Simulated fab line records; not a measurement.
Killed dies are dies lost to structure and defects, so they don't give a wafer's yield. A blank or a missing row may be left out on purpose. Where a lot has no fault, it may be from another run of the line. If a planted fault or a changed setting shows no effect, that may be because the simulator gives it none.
A lot that was struck, set against a sound lot    flow n5_finfet    18 steps out of a route of 1938
Sound: wafers L253.1, L253.3, L253.4. Struck: wafer L260.2 (left out: L260.4, L260.6 of the same lot, which were not struck); the cause appears at the end.
Each step with rows lists, per side, the tool, then ch with its chambers, then its first start. Under that, the readings that differ: sound wafers    struck wafers    difference of the means    sigmas: that difference in standard deviations of wafers without a fault.
alike: readings with means less than 2 such deviations apart, plus words and numbers identical on both sides. not compared: withheld readings, readings lacking a value on some wafer, bounds such as >300 that could conceal the same value, and numbers that have no deviation in the record and whose values overlap.
A row with sigmas, a row that says differs or no value, or rows on one side alone: a step with any of these is where the two part. Numbers that don't overlap but have no deviation are shown without sigmas and don't part them. A reading that every wafer of one side lacks parts them only if that side has two wafers or more.

N5_BEOL_M0_SAQP_PECVD_03: deposits SiCN from 3MS/NH3, target thk 12 nm, time 21.1 s.
  sound on pecvd-04 ch 1,2, day 5 23:44; struck on pecvd-03 ch 0, day 7 15:35
  alike: showerhead_plenum_p_Torr, throttle_valve_pct
N5_BEOL_M0_SAQP_PECVD_96: deposits a-Si from SiH4/He, target thk 45 nm, time 45.2 s.
  sound on pecvd-04 ch 1,2, day 5 23:46; struck on pecvd-03 ch 0, day 7 15:37
  alike: heater_power_w, showerhead_plenum_p_Torr, throttle_valve_pct
N5_BEOL_M0_SAQP_PECVD_97: deposits SiNx from SiH4/NH3/N2, target thk 23 nm, time 19.9 s.
  sound on pecvd-04 ch 1,2, day 5 23:49; struck on pecvd-03 ch 0, day 7 15:40
  alike: heater_power_w, showerhead_plenum_p_Torr, throttle_valve_pct
N5_BEOL_M0_SAQP_PECVD_04: deposits a-Si from SiH4/He, target thk 60 nm, time 60.2 s.
  sound on pecvd-04 ch 1,2, day 5 23:51; struck on pecvd-03 ch 0, day 7 15:42
reading             sound        struck  difference  sigmas
heater_power_w (W)  566 479 565  717     +180        +2
  alike: showerhead_plenum_p_Torr, throttle_valve_pct
N5_BEOL_M0_SAQP_THK_MEAS_05:
  struck on film_metro-01, day 7 15:48; sound on film_metro-01, day 5 23:57
  alike: thk_nm
N5_BEOL_M0_SAQP_HM_DEP_111: deposits SiO2 from SiH4/N2O, target thk 12 nm, time 7.2 s.
  sound on pecvd-04 ch 1,2, day 5 23:59; struck on pecvd-02 ch 2, day 7 15:50
reading             sound        struck  difference  sigmas
heater_power_w (W)  631 627 612  957     +334        +3
  alike: showerhead_plenum_p_Torr
then, 6 steps without rows for these wafers: N5_BEOL_M0_SAQP_COAT_81 (time 60 s, resist thk 100 nm); N5_BEOL_M0_SAQP_COAT_82 (time 60 s, resist thk 30 nm); N5_BEOL_M0_SAQP_COAT_08 (resist thk 90 nm); N5_BEOL_M0_SAQP_EBR_10; N5_BEOL_M0_SAQP_SOFTBAKE_09 (time 60 s); N5_BEOL_M0_SAQP_EXPOSE_11 (exposes mask M0 CORE, target cd 42 nm).
N5_BEOL_M0_SAQP_PEB_12: peb time 60 s.
  sound on litho_track-02 ch 0, day 6 00:22; struck on litho_track-02 ch 0, day 7 16:13
then, 1 step without rows for these wafers: N5_BEOL_M0_SAQP_DEVELOP_13 (develop time 30 s).
N5_BEOL_M0_SAQP_CD_MEAS_14 targets a cd of 42.5 nm.
  sound on cd_sem-01 ch 0, day 6 00:26; struck on cd_sem-01 ch 0, day 7 16:17
reading     sound           struck  difference  sigmas
cd_nm (nm)  42.3 42.2 41.8  37.9    -4.2        -10
N5_BEOL_M0_SAQP_OVL_MEAS_15:
  sound on overlay-01 ch 0, day 6 00:28; struck on overlay-01 ch 0, day 7 16:19
  alike: M0_CORE_OVL
-- here the record skips 2 days between the struck wafers' starts before and after, leaving off in module BEOL_M0_SAQP and picking up in module BEOL_M4 (first step shown: number 1111 of the route) --
N5_BEOL_M4_RC_MEAS_101:
  sound on prober-01 ch 0, day 8 02:11; struck on prober-02 ch 0, day 10 03:08
  alike: DIBL_N, DIBL_P, IOFF_N, IOFF_P, ION_N, ION_P, SS_N, SS_P, VT_N, VT_P
-- the record jumps here: 5 days lie between the struck wafers' starts before and after (it left off in module BEOL_M4 and takes up again in module PASSIVATION, whose first step shown is number 1936 of the route) --
N5_PASSIVATION_PROBE_49:
  struck on prober-02, day 15 00:23; sound on prober-02, day 12 18:04
  alike: defect_limited_yield, killed_at_M0_to_M3, killed_at_M4_up, killed_at_contacts, killed_at_front_end, killed_at_other, killed_dies, killed_open, killed_short, sort_bin_5_function, sort_bin_6_memory, sort_bin_8_speed, sort_n_pass, sort_yield_pct

== WHERE THEY PART ==
At N5_BEOL_M0_SAQP_PECVD_04 first; at N5_BEOL_M0_SAQP_CD_MEAS_14 last (within this record only). Later steps at which nothing parts them and some readings are alike: N5_BEOL_M0_SAQP_OVL_MEAS_15, N5_BEOL_M4_RC_MEAS_101, N5_PASSIVATION_PROBE_49.

WHY: what the simulator had put in
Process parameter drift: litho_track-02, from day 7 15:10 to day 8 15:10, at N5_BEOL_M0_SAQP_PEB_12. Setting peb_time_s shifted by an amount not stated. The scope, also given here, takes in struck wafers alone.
